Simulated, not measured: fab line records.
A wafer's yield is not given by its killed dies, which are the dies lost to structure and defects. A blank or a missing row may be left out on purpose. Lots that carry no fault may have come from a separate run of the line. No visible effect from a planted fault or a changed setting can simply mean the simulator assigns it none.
Matching of chambers || flow nand_harc || NHARC_P_CONTACT_ALD_22 on ald_metal-04: 3 sister chambers
The step deposits TiN, target thk 3 nm, pulse time 1 s, ald cycles 150. 6 wafers are shown with their chamber, then 5 later ones without.

## EACH WAFER AND ITS CHAMBER
{"wafer": "L078.6", "chamber": 1, "heater_power_w (W)": 1001, "precursor_pulse_height_rel": 1.017}
{"wafer": "L085.2", "chamber": 1, "heater_power_w (W)": 981, "precursor_pulse_height_rel": 0.979}
{"wafer": "L085.6", "chamber": 3, "heater_power_w (W)": 1118, "precursor_pulse_height_rel": 0.978}
{"wafer": "L084.4", "chamber": 3, "heater_power_w (W)": 1150, "precursor_pulse_height_rel": 0.992}
{"wafer": "L084.5", "chamber": 0, "heater_power_w (W)": 1046, "precursor_pulse_height_rel": 0.981}
{"wafer": "L087.1", "chamber": 0, "heater_power_w (W)": 1029, "precursor_pulse_height_rel": 1.037}

## WAFERS WITHOUT THEIR CHAMBER
{"wafer": "L087.6", "heater_power_w (W)": 973, "precursor_pulse_height_rel": 0.989}
{"wafer": "L091.4", "heater_power_w (W)": 1040, "precursor_pulse_height_rel": 1.015}
{"wafer": "L095.3", "heater_power_w (W)": 1060, "precursor_pulse_height_rel": 0.975}
{"wafer": "L095.4", "heater_power_w (W)": 1003, "precursor_pulse_height_rel": 0.984}
{"wafer": "L095.6", "heater_power_w (W)": 1071, "precursor_pulse_height_rel": 0.974}

## WHICH CHAMBER EACH WENT THROUGH
{"wafer": "L087.6", "from the rows above": 1, "in truth": 1}
{"wafer": "L091.4", "from the rows above": 0, "in truth": 0}
{"wafer": "L095.3", "from the rows above": 0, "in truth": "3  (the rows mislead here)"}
{"wafer": "L095.4", "from the rows above": "can't be placed: 1 or 0", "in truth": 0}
{"wafer": "L095.6", "from the rows above": "can't be placed: 0 or 3", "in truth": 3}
2 of 5 placed correctly. From these rows, 2 cannot be placed; in 2 the true chamber is one of the candidates. Number placed wrongly: 1.
How it was worked out, from the rows above alone: a wafer's distance from a chamber is the root of the sum, over the readings, of the square of ((its reading less the chamber's mean) divided by the reading's scatter). If the next closest chamber is less than 2 further off than the closest, the wafer can't be placed; otherwise it belongs to the closest. The mean given for a chamber averages the wafers shown for that chamber. The scatter: the root of (the sum of the squares of (reading less its chamber's mean) over the shown wafers, divided by (wafers less chambers)).
